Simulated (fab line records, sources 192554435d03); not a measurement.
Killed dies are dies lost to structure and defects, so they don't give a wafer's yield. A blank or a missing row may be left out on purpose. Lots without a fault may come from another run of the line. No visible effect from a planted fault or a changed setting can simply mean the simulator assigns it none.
fab line records | flow n5-finfet
record: lots: 7 | wafers: 39
route steps=1938 shown WELL_APT@55 STI_FIN_REVEAL@190 SD_EPI_N@267 SD_EPI_P@310 HKMG_FIN@402 GATE_CUT@469 BEOL_M4@1111
start-h: the number of hours between the record's first day and the start of the first shown wafer of the lot | wait-h: time in hours since the lot's previous step | " same as the row above | L1.1+2: a row that stands for several wafers | - value missing, or start not given | * or withheld: withheld | < > ~ a bound
route shown NAME@n: NAME is a module with steps in the file, n the number in the route of the first one | usual: mean and standard deviation over wafers with no fault | same: alike in all rows | chamber/n: place in a boat | sites: readings site by site | _std_site: their standard deviation | _edge_site: inner sites' mean taken away from outer sites' mean | radius-mm: for every site, how far away it sits from the centre of the wafer | mask NAME#n: copy n | behind: the tool/chamber that last shaped the wafer | hold: why the lot went on hold/how many hours it stayed there/how the hold came to an end | device: names the non-switching transistor (n, p or np) | end of line: tests run on the same wafers once the route is complete | a step with no rows: only its recipe | killed: the dies lost at the first sort to structure and to defects; this is not the yield of the wafer | map: dies across one wafer; x = killed, . = not, _ = none there
set.NAME: the setting as run; set.NAME@STEP: as run at that earlier step | model.NAME: the simulator's own value behind a step, which no gauge read
lots with deliberately changed settings; one table per step, one row per wafer
== steps ==
step: N5_WELL_APT_EPI_41
recipe: material: Si | target-thk-a: 500 | temp-c: 650 | precursor: SiH4/H2 | pressure-torr: 20 | time-s: 297.7
step: N5_STI_FIN_REVEAL_ETCHBACK_08
recipe: chemistry: C4F6/O2 | target: SiO2 | target-depth-a: 305 | time-s: 10.167 | ion-energy-ev: 250 | pressure-mtorr: 30 | source-w: 345 | bias-w: 185 | Ar_flow_sccm: 300 | C4F6_flow_sccm: 10 | O2_flow_sccm: 10
step: N5_SD_EPI_N_EXPOSE_06
recipe: mask-id: SD_N_BLK | na: 1.35 | source-shape: conventional | sigma-outer: 0.8 | polarization: unpolarized | target-cd-nm: 120 | dose-mj: 39.75
step: N5_SD_EPI_P_ETCHBACK_46
recipe: chemistry: CH3F/O2 | mode: anisotropic-etchback | target: SiNx | target-depth-a: 175 | stop-on: SiO2 | over-etch-frac: 0.3 | ion-energy-ev: 120 | pressure-mtorr: 30 | source-w: 395 | bias-w: 73 | Ar_flow_sccm: 150 | CH3F_flow_sccm: 30 | O2_flow_sccm: 20
step: N5_HKMG_FIN_ETCH_54
recipe: chemistry: CF4 | target: SiARC | target-depth-a: 455 | mask-material: CAR-ArF | time-s: 75.8 | ion-energy-ev: 80 | pressure-mtorr: 40 | source-w: 545 | bias-w: 36 | Ar_flow_sccm: 100 | cf4-flow-sccm: 100 | ends: cleared
step: N5_HKMG_FIN_CVD_62
recipe: material: a-Si | target-thk-a: 30 | temp-c: 500 | precursor: Si2H6 | pressure-torr: 1 | time-s: 20.8
step: N5_HKMG_FIN_ETCH_67
recipe: chemistry: N2/H2 | target: SOC | target-depth-a: 3889 | stop-on: TiN | ion-energy-ev: 100 | bias-w: 61 | pressure-mtorr: 30 | source-w: 850 | n2-flow-sccm: 200 | h2-flow-sccm: 200
step: N5_GATE_CUT_ETCH_58
recipe: chemistry: CH3F/O2 | target: SiNx | target-depth-a: 170 | time-s: 128.6 | ion-energy-ev: 50 | pressure-mtorr: 30 | source-w: 415 | bias-w: 21 | Ar_flow_sccm: 150 | CH3F_flow_sccm: 30 | O2_flow_sccm: 20
step: N5_BEOL_M4_RC_MEAS_101
usual: CJ_N: 4.32/0.07
lot.wafer | tool      | chamber | start-h | wait-h | set.time-s@WELL_APT_EPI_41 | set.time-s@STI_FIN_REVEAL_ETCHBACK_08 | set.dose-mj@SD_EPI_N_EXPOSE_06 | set.over-etch-frac@SD_EPI_P_ETCHBACK_46 | set.source-w@HKMG_FIN_ETCH_54 | set.time-s@HKMG_FIN_CVD_62 | set.target-depth-a@HKMG_FIN_ETCH_67 | set.time-s@GATE_CUT_ETCH_58 | CJ_N
L074.1    | prober-02 | 0       | 171.86  | 0.0    | 297.7                      | 10.167                                | 39.75                          | 0.2792                                  | 545                           | 21                         | 3889                                | 128.6                       | 4.32
L074.2    | "         | 0       | "       | "      | 307.8                      | 10.167                                | 39.75                          | 0.3                                     | 571.9                         | 20.8                       | 3889                                | 119.5                       | 4.16
L074.3    | "         | 0       | "       | "      | 307.8                      | 10.167                                | 39.75                          | 0.2792                                  | 545                           | 20.8                       | 3489                                | 119.5                       | 4.09
L074.4    | "         | 0       | "       | "      | 297.7                      | 10.167                                | 39.75                          | 0.3                                     | 571.9                         | 20.8                       | 3889                                | 128.6                       | 4.28
L074.5    | "         | 0       | "       | "      | 297.7                      | 10.167                                | 39.75                          | 0.2792                                  | 571.9                         | 21                         | 3489                                | 128.6                       | 4.27
L074.6    | "         | 0       | "       | "      | 307.8                      | 10.167                                | 39.75                          | 0.3                                     | 545                           | 21                         | 3489                                | 119.5                       | 4.15
L080.1    | prober-02 | 0       | 218.39  | 0.0    | 297.7                      | 9.972                                 | 37.53                          | 0.3                                     | 545                           | 20.8                       | 4155                                | 128.6                       | 4.33
L080.2    | "         | 0       | "       | "      | 289.8                      | 9.972                                 | 39.75                          | 0.3                                     | 545                           | 20.8                       | 3889                                | 128.6                       | 4.35
L080.3    | "         | 0       | "       | "      | 289.8                      | 10.167                                | 37.53                          | 0.3                                     | 632.9                         | 20.8                       | 4155                                | 111.6                       | 4.45
L080.4    | "         | 0       | "       | "      | 289.8                      | 10.167                                | 39.75                          | 0.3117                                  | 632.9                         | 20.8                       | 4155                                | 128.6                       | 4.28
L080.5    | "         | 0       | "       | "      | 297.7                      | 9.972                                 | 37.53                          | 0.3117                                  | 632.9                         | 20.8                       | 3889                                | 111.6                       | 4.19
L080.6    | "         | 0       | "       | "      | 297.7                      | 10.167                                | 39.75                          | 0.3117                                  | 545                           | 20.8                       | 3889                                | 111.6                       | 4.34
L085.1    | prober-02 | 0       | 239.91  | 0.0    | 297.7                      | 9.957                                 | 39.75                          | 0.2819                                  | 627.6                         | 20.64                      | 3889                                | 128.6                       | 4.40
L085.2    | "         | 0       | "       | "      | 297.7                      | 10.167                                | 39.75                          | 0.3                                     | 545                           | 20.8                       | 3889                                | 114.2                       | 4.42
L085.3    | "         | 0       | "       | "      | 297.7                      | 9.957                                 | 42.76                          | 0.2819                                  | 545                           | 20.64                      | 3889                                | 114.2                       | 4.42
L085.4    | "         | 0       | "       | "      | 297.7                      | 10.167                                | 42.76                          | 0.2819                                  | 627.6                         | 20.8                       | 3889                                | 128.6                       | 4.40
L085.5    | "         | 0       | "       | "      | 297.7                      | 10.167                                | 39.75                          | 0.3                                     | 545                           | 20.64                      | 3889                                | 128.6                       | 4.41
L085.6    | "         | 0       | "       | "      | 297.7                      | 9.957                                 | 42.76                          | 0.3                                     | 627.6                         | 20.8                       | 3889                                | 114.2                       | 4.40
L088.1    | prober-01 | 0       | 246.32  | 0.0    | 297.7                      | 9.672                                 | 36.78                          | 0.2816                                  | 545                           | 20.8                       | 3889                                | 153                         | 4.28
L088.2    | "         | 0       | "       | "      | 286.7                      | 10.167                                | 39.75                          | 0.3                                     | 545                           | 20.8                       | 4271                                | 153                         | 4.52
L088.3    | "         | 0       | "       | "      | 286.7                      | 9.672                                 | 36.78                          | 0.3                                     | 545                           | 21.08                      | 3889                                | 128.6                       | 4.51
L088.4    | "         | 0       | "       | "      | 297.7                      | 10.167                                | 36.78                          | 0.3                                     | 512.7                         | 21.08                      | 4271                                | 153                         | 4.30
L088.5    | "         | 0       | "       | "      | 286.7                      | 10.167                                | 39.75                          | 0.2816                                  | 512.7                         | 21.08                      | 4271                                | 128.6                       | 4.54
L088.6    | "         | 0       | "       | "      | 297.7                      | 9.672                                 | 39.75                          | 0.2816                                  | 512.7                         | 20.8                       | 3889                                | 128.6                       | 4.36
L089.1    | prober-02 | 0       | 261.63  | 0.0    | 297.7                      | 10.167                                | 39.75                          | 0.3                                     | 545                           | 20.8                       | 3889                                | 128.6                       | 4.27
L089.2    | "         | 0       | "       | "      | 297.7                      | 10.167                                | 39.75                          | 0.3                                     | 545                           | 20.8                       | 3889                                | 128.6                       | 4.33
L089.3    | "         | 0       | "       | "      | 297.7                      | 10.167                                | 39.75                          | 0.3                                     | 545                           | 20.8                       | 3889                                | 128.6                       | 4.36
L090.1    | prober-01 | 0       | 263.71  | 0.0    | 297.7                      | 10.167                                | 39.75                          | 0.2915                                  | 450.2                         | 20.8                       | 3889                                | 128.6                       | 4.41
L090.2    | "         | 0       | "       | "      | 297.7                      | 10.167                                | 40.56                          | 0.3                                     | 450.2                         | 20.8                       | 3425                                | 128.6                       | 4.38
L090.3    | "         | 0       | "       | "      | 297.7                      | 10.167                                | 40.56                          | 0.2915                                  | 545                           | 20.8                       | 3889                                | 112.9                       | 4.27
L090.4    | "         | 0       | "       | "      | 297.7                      | 10.167                                | 39.75                          | 0.3                                     | 545                           | 20.8                       | 3889                                | 112.9                       | 4.27
L090.5    | "         | 0       | "       | "      | 297.7                      | 10.167                                | 40.56                          | 0.2915                                  | 450.2                         | 20.8                       | 3425                                | 112.9                       | 4.36
L090.6    | "         | 0       | "       | "      | 297.7                      | 10.167                                | 39.75                          | 0.3                                     | 545                           | 20.8                       | 3425                                | 128.6                       | 4.28
L091.1    | prober-01 | 0       | 284.90  | 0.0    | 281.9                      | 10.167                                | 41.75                          | 0.2766                                  | 480.1                         | 20.8                       | 3889                                | 128.6                       | 4.52
L091.2    | "         | 0       | "       | "      | 297.7                      | 10.65                                 | 39.75                          | 0.3                                     | 480.1                         | 20.8                       | 3889                                | 128.6                       | 4.18
L091.3    | "         | 0       | "       | "      | 297.7                      | 10.167                                | 41.75                          | 0.2766                                  | 545                           | 20.8                       | 3889                                | 128.6                       | 4.26
L091.4    | "         | 0       | "       | "      | 281.9                      | 10.167                                | 39.75                          | 0.3                                     | 545                           | 20.8                       | 3889                                | 128.6                       | 4.51
L091.5    | "         | 0       | "       | "      | 281.9                      | 10.65                                 | 41.75                          | 0.3                                     | 480.1                         | 20.8                       | 3889                                | 128.6                       | 4.59
L091.6    | "         | 0       | "       | "      | 297.7                      | 10.65                                 | 39.75                          | 0.2766                                  | 545                           | 20.8                       | 3889                                | 128.6                       | 4.22
== key ==
split: step: N5_WELL_APT_EPI_41 | setting: time-s | stated-as: 297.7
response: step: N5_BEOL_M4_RC_MEAS_101 | reading: CJ_N | slope: -0.0526 | per: 1% | together-with: all | explained: 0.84
split: step: N5_STI_FIN_REVEAL_ETCHBACK_08 | setting: time-s | stated-as: 10.167
response none clear
split: step: N5_SD_EPI_N_EXPOSE_06 | setting: dose-mj | stated-as: 39.75
response none clear
split: step: N5_SD_EPI_P_ETCHBACK_46 | setting: over-etch-frac | stated-as: 0.3
response none clear
split: step: N5_HKMG_FIN_ETCH_54 | setting: source-w | stated-as: 545
response none clear
split: step: N5_HKMG_FIN_CVD_62 | setting: time-s | stated-as: 20.8
response none clear
split: step: N5_HKMG_FIN_ETCH_67 | setting: target-depth-a | stated-as: 3889
response none clear
split: step: N5_GATE_CUT_ETCH_58 | setting: time-s | stated-as: 128.6
response none clear
